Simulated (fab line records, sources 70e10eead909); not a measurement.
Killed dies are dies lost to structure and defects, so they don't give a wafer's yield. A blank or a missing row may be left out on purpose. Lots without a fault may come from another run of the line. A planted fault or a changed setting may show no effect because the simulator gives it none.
Which tool did it? | flow nand_harc | 11 lots, 33 wafers sampled, at 7 steps of a route of 1302

WHAT THE GAUGES READ, wafer by wafer
NHARC_A_CHANNEL_HOLE_D1_INSPECT_12. Usual: raw_defect_count 5.4, standard deviation 2.6.
lot  | measured     | on                | raw_defect_count | flag
L647 | day 7 16:14  | defect_inspect-01 | 5 9 7            |
L649 | day 8 13:39  | defect_inspect-01 | 9 2 5            |
L651 | day 9 02:58  | defect_inspect-01 | 3 4 5            |
L652 | day 9 20:20  | defect_inspect-01 | 6 9 2            |
L657 | day 11 09:50 | defect_inspect-02 | 1296 1313 1327   | OFF
L658 | day 12 03:46 | defect_inspect-02 | 1334 1292 1336   | OFF
L659 | day 12 03:01 | defect_inspect-01 | 4 8 5            |
L665 | day 15 04:37 | defect_inspect-02 | 1 4 5            |
L666 | day 15 04:50 | defect_inspect-01 | 3 5 5            |
L669 | day 16 14:49 | defect_inspect-01 | 6 4 2            |
L670 | day 16 19:27 | defect_inspect-01 | 2 8 4            |

NHARC_A_CHANNEL_HOLE_D1_INSPECT_40. Usual: raw_defect_count 66, standard deviation 24.
lot  | measured     | on                | raw_defect_count | flag
L647 | day 8 04:34  | defect_inspect-01 | 29 31 52         |
L649 | day 8 20:37  | defect_inspect-01 | 35 46 34         |
L651 | day 9 09:53  | defect_inspect-01 | 81 37 74         |
L652 | day 10 05:14 | defect_inspect-01 | 71 43 52         |
L657 | day 12 00:47 | defect_inspect-01 | 1337 1333 1404   | OFF
L658 | day 12 12:49 | defect_inspect-02 | 1356 1361 1389   | OFF
L659 | day 12 11:13 | defect_inspect-02 | 89 82 83         |
L665 | day 15 11:43 | defect_inspect-02 | 93 99 108        |
L666 | day 15 11:47 | defect_inspect-01 | 65 61 43         |
L669 | day 16 21:59 | defect_inspect-02 | 59 45 65         |
L670 | day 17 06:19 | defect_inspect-02 | 57 62 62         |

NHARC_END_SORT_01. Usual: killed_at_array 47, standard deviation 14; killed_at_other 0.5, standard deviation 0.72; killed_at_periphery 4, standard deviation 3.1; killed_dies 52, standard deviation 15; killed_open 3.2, standard deviation 1.9; killed_short 2.4, standard deviation 1.7.
lot  | measured     | on        | killed_at_array | killed_at_other | killed_at_periphery | killed_dies | killed_open | killed_short | flag
L657 | day 32 01:29 | prober-02 | 139 153 157     | 0 0 0           | 0 5 3               | 139 158 160 | 2 5 4       | 4 4 1        | OFF
L658 | day 32 15:30 | prober-01 | 145 141 160     | 0 0 0           | 5 3 2               | 150 144 162 | 5 1 1       | 4 0 3        | OFF

WHICH TOOL RAN EACH LOT (tool, then ch and the chambers of the sampled wafers, then the start)
lot  | NHARC_A_ONON_D1_DEP_33          | NHARC_A_CHANNEL_HOLE_D1_DEP_00 | NHARC_A_CHANNEL_HOLE_D1_ETCH_23  | NHARC_A_CHANNEL_HOLE_D1_ETCH_24
L647 | pecvd-04 ch 0,2, day 7 11:01    | acl_dep-01 ch 0, day 7 14:05   | har_etch-01 ch 0,1, day 8 00:31  | har_etch-01 ch 0,1, day 8 01:14
L649 | pecvd-04 ch 0,1, day 8 04:34    | acl_dep-03 ch 0, day 8 10:50   | har_etch-01 ch 0,1, day 8 16:20  | har_etch-01 ch 0,1, day 8 17:02
L651 | pecvd-03 ch 0,1,2, day 8 23:34  | acl_dep-03 ch 0, day 9 00:08   | har_etch-01 ch 0,1, day 9 05:38  | har_etch-01 ch 0,1, day 9 06:19
L652 | pecvd-04 ch 1,2, day 9 14:34    | acl_dep-03 ch 0, day 9 17:41   | har_etch-01 ch 0,1, day 10 00:57 | har_etch-01 ch 0,1, day 10 01:38
L657 | pecvd-02 ch 0,1,2, day 11 04:14 | acl_dep-03 ch 0, day 11 07:14  | har_etch-01 ch 0,1, day 11 20:29 | har_etch-01 ch 0,1, day 11 21:10
L658 | pecvd-03 ch 1,2, day 11 23:26   | acl_dep-03 ch 0, day 12 01:17  | har_etch-01 ch 0,1, day 12 08:42 | har_etch-01 ch 0,1, day 12 09:24
L659 | pecvd-02 ch 0,2, day 11 23:28   | acl_dep-02 ch 0, day 12 00:15  | har_etch-02 ch 0,1, day 12 06:57 | har_etch-02 ch 0,1, day 12 07:38
L665 | pecvd-04 ch 1,2, day 15 01:26   | acl_dep-01 ch 0, day 15 01:58  | har_etch-02 ch 0,1, day 15 07:27 | har_etch-02 ch 0,1, day 15 08:08
L666 | pecvd-03 ch 0,2, day 15 01:31   | acl_dep-03 ch 0, day 15 02:17  | har_etch-01 ch 0,1, day 15 07:31 | har_etch-01 ch 0,1, day 15 08:11
L669 | pecvd-04 ch 0,2, day 16 10:53   | acl_dep-02 ch 0, day 16 12:11  | har_etch-01 ch 0,1, day 16 17:50 | har_etch-01 ch 0,1, day 16 18:32
L670 | pecvd-04 ch 0,1,2, day 16 15:30 | acl_dep-03 ch 0, day 16 16:40  | har_etch-01 ch 0, day 17 02:10   | har_etch-01 ch 0, day 17 02:53
- NHARC_A_ONON_D1_DEP_33: deposits SiO2, target thk 200 nm.
- NHARC_A_CHANNEL_HOLE_D1_DEP_00: deposits aC, target thk 3100 nm.
- NHARC_A_CHANNEL_HOLE_D1_ETCH_23: etches the open film in C4F8/O2/Ar, time 819 s, target depth 1600 nm.
- NHARC_A_CHANNEL_HOLE_D1_ETCH_24: etches the open film in C4F8/O2/Ar, time 906.2 s, target depth 1500 nm.

WHAT THE TOOLS THEMSELVES READ (means of the sampled wafers that have a number; where no wafer has one, the mark that the record gives instead)
NHARC_A_ONON_D1_DEP_33. Usual: heater_power_outer_w 310 W, standard deviation 78; heater_power_w 564 W, standard deviation 96; throttle_valve_pct 15.9 %, standard deviation 0.55.
lot  | tool     | heater_power_outer_w (W) | heater_power_w (W) | throttle_valve_pct (%) | flag
L647 | pecvd-04 | 342                      | 656                | 16.0                   |
L649 | pecvd-04 | 274                      | 519                | 16.2                   |
L651 | pecvd-03 | 256                      | 475                | 15.7                   |
L652 | pecvd-04 | 378                      | 651                | 16.4                   |
L657 | pecvd-02 | 400                      | 670                | 15.4                   |
L658 | pecvd-03 | 281                      | 494                | 15.5                   |
L659 | pecvd-02 | 411                      | 673                | 15.3                   |
L665 | pecvd-04 | 389                      | 656                | 15.7                   |
L666 | pecvd-03 | 190                      | 423                | 16.1                   |
L669 | pecvd-04 | 297                      | 559                | 16.2                   |
L670 | pecvd-04 | 325                      | 592                | 16.0                   |

NHARC_A_CHANNEL_HOLE_D1_DEP_00. Usual: throttle_valve_pct 35.000 %, standard deviation 0.0089.
lot  | tool       | throttle_valve_pct (%) | flag
L647 | acl_dep-01 | 35.000                 |
L649 | acl_dep-03 | 35.000                 |
L651 | acl_dep-03 | 35.004                 |
L652 | acl_dep-03 | 35.004                 |
L657 | acl_dep-03 | 35.003                 |
L658 | acl_dep-03 | 34.996                 |
L659 | acl_dep-02 | 35.003                 |
L665 | acl_dep-01 | 35.006                 |
L666 | acl_dep-03 | 35.001                 |
L669 | acl_dep-02 | 35.002                 |
L670 | acl_dep-03 | 34.989                 |

NHARC_A_CHANNEL_HOLE_D1_ETCH_23. Usual: drypump_motor_current_A 6.0 A, standard deviation 0.62; o2_flow_sccm 35.72 sccm, standard deviation 0.11; oes_air_line_au 1.001 a.u., standard deviation 0.022; showerhead_plenum_p_Torr 3.58 Torr, standard deviation 0.087; throttle_valve_pct 32.154 %, standard deviation 0.0094.
lot  | tool        | drypump_motor_current_A (A) | o2_flow_sccm (sccm) | oes_air_line_au (a.u.) | showerhead_plenum_p_Torr (Torr) | throttle_valve_pct (%) | flag
L647 | har_etch-01 | 6.4                         | 35.65               | 0.989                  | 3.58                            | 32.149                 |
L649 | har_etch-01 | 6.3                         | 35.65               | 1.024                  | 3.58                            | 32.155                 |
L651 | har_etch-01 | 6.4                         | 35.78               | 1.023                  | 3.61                            | 32.159                 |
L652 | har_etch-01 | 6.3                         | 35.67               | 0.993                  | 3.60                            | 32.153                 |
L657 | har_etch-01 | 6.4                         | 35.65               | 0.997                  | 3.59                            | 32.147                 |
L658 | har_etch-01 | 6.3                         | 35.80               | 0.986                  | 3.55                            | 32.150                 |
L659 | har_etch-02 | 5.0                         | 35.64               | 0.967                  | 3.57                            | 32.148                 |
L665 | har_etch-02 | 5.0                         | 35.78               | 1.021                  | 3.55                            | 32.155                 |
L666 | har_etch-01 | 6.4                         | 35.71               | 0.996                  | 3.56                            | 32.150                 |
L669 | har_etch-01 | 6.3                         | 35.77               | 1.019                  | 3.52                            | 32.152                 |
L670 | har_etch-01 | 6.2                         | 35.80               | 1.035                  | 3.47                            | 32.160                 |

NHARC_A_CHANNEL_HOLE_D1_ETCH_24. Usual: drypump_motor_current_A 6.0 A, standard deviation 0.62; o2_flow_sccm 31.20 sccm, standard deviation 0.095; oes_air_line_au 0.995 a.u., standard deviation 0.02; showerhead_plenum_p_Torr 3.57 Torr, standard deviation 0.086; throttle_valve_pct 32.236 %, standard deviation 0.0087.
lot  | tool        | drypump_motor_current_A (A) | o2_flow_sccm (sccm) | oes_air_line_au (a.u.) | showerhead_plenum_p_Torr (Torr) | throttle_valve_pct (%) | flag
L647 | har_etch-01 | 6.3                         | 31.19               | 1.006                  | 3.58                            | 32.240                 |
L649 | har_etch-01 | 6.3                         | 31.17               | 1.013                  | 3.57                            | 32.237                 |
L651 | har_etch-01 | 6.4                         | 31.28               | 1.014                  | 3.60                            | 32.243                 |
L652 | har_etch-01 | 6.4                         | 31.37               | 0.985                  | 3.60                            | 32.238                 |
L657 | har_etch-01 | 6.4                         | 31.16               | 0.987                  | 3.59                            | 32.238                 |
L658 | har_etch-01 | 6.3                         | 31.24               | 1.007                  | 3.55                            | 32.234                 |
L659 | har_etch-02 | 5.0                         | 31.22               | 1.003                  | 3.57                            | 32.242                 |
L665 | har_etch-02 | 5.0                         | 31.23               | 0.976                  | 3.55                            | 32.241                 |
L666 | har_etch-01 | 6.4                         | 31.08               | 0.965                  | 3.56                            | 32.239                 |
L669 | har_etch-01 | 6.3                         | 31.18               | 1.007                  | 3.51                            | 32.236                 |
L670 | har_etch-01 | 6.3                         | 31.19               | 0.994                  | 3.47                            | 32.233                 |

THE ANSWER, worked out from the rows above alone
Rule: a lot is off if the mean of its wafers that have a number lies more than 3 standard deviations from the usual mean. A lot without any number at a reading at which 4 lots or more have one is off too. The other lots that the step has rows for count as sound. The gauges are gone through in route order, then the tools' own readings, and for those a lot's mean is taken as printed above. The first step at which some lot is off is used, and at that step the reading that is off furthest; a lot without a number counts as furthest.
Off: L657, L658, at NHARC_A_CHANNEL_HOLE_D1_INSPECT_12 (raw_defect_count).
A tool fits if, at a process step before that reading, it ran every lot that is off, and no sound lot after the first of them. The gauges at NHARC_A_CHANNEL_HOLE_D1_INSPECT_12 aren't tried: what is off there is off at NHARC_END_SORT_01 too, on other tools, and a gauge's error can't cause that. None of those tried fits.

WHAT THE SIMULATOR HAD PUT IN
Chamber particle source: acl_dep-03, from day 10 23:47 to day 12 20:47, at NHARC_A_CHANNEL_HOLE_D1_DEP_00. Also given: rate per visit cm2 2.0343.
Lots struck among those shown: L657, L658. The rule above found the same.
